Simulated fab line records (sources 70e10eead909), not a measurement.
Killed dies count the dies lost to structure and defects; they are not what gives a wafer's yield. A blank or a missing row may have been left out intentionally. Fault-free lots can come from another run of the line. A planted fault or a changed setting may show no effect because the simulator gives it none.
Matching of chambers ; flow nand-harc ; NHARC_A_ONON_D1_DEP_33 on pecvd-04: 3 sister chambers
The step deposits SiO2, target thk 200 nm. 14 wafers are shown with their chamber, then 7 later ones without.

EACH WAFER AND ITS CHAMBER
wafer;chamber;heater-power-w (W);throttle-valve-pct (%);flow-sccm (sccm)
L077.1;2;483;15.5;2656
L077.4;2;508;15.3;2653
L077.5;1;488;17.0;2653
L083.3;2;478;15.5;2647
L083.4;1;471;16.5;2652
L083.5;2;484;15.6;2640
L086.2;2;501;15.4;2642
L086.3;1;502;16.6;2650
L086.5;0;637;16.2;2669
L087.2;1;505;16.6;2655
L087.4;2;529;15.6;2653
L087.5;1;508;16.9;2654
L089.3;2;462;15.8;2666
L089.5;2;460;15.6;2648

SIGNATURES (means of the wafers above)
reading;chamber 0;chamber 1;chamber 2;scatter within a chamber
heater-power-w;637.00;494.80;488.12;20.9
throttle-valve-pct;16.200;16.720;15.537;0.178
flow-sccm;2669.00;2652.80;2650.62;6.73
Rule: for each reading, subtract the chamber's mean from the wafer's reading, divide by that reading's scatter and square the result; add these up over the readings and take the root, which gives the wafer's distance from the chamber. The wafer belongs to the nearest chamber; if the next one is less than 2 further off, it can't be placed. How the scatter is found: for the shown wafers, subtract from each reading the mean of its chamber, square and add these, divide the total by (wafers less chambers), then take the root.

WAFERS WITH NO CHAMBER GIVEN
wafer;heater-power-w (W);throttle-valve-pct (%);flow-sccm (sccm)
L089.6;474;16.6;2648
L092.3;624;16.9;2641
L092.5;645;16.6;2644
L092.6;452;16.8;2655
L095.1;470;15.8;2655
L095.3;457;16.9;2654
L095.5;472;16.7;2650

WHICH CHAMBER EACH WENT THROUGH
wafer;from the rows above;in truth
L089.6;1;1
L092.3;can't be placed: 0 or 1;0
L092.5;0;0
L092.6;1;1
L095.1;2;2
L095.3;1;1
L095.5;1;1
Correctly placed: 6 of 7. Can't be placed from these rows: 1 (the true chamber is among the candidates in 1). Placed wrongly: 0.
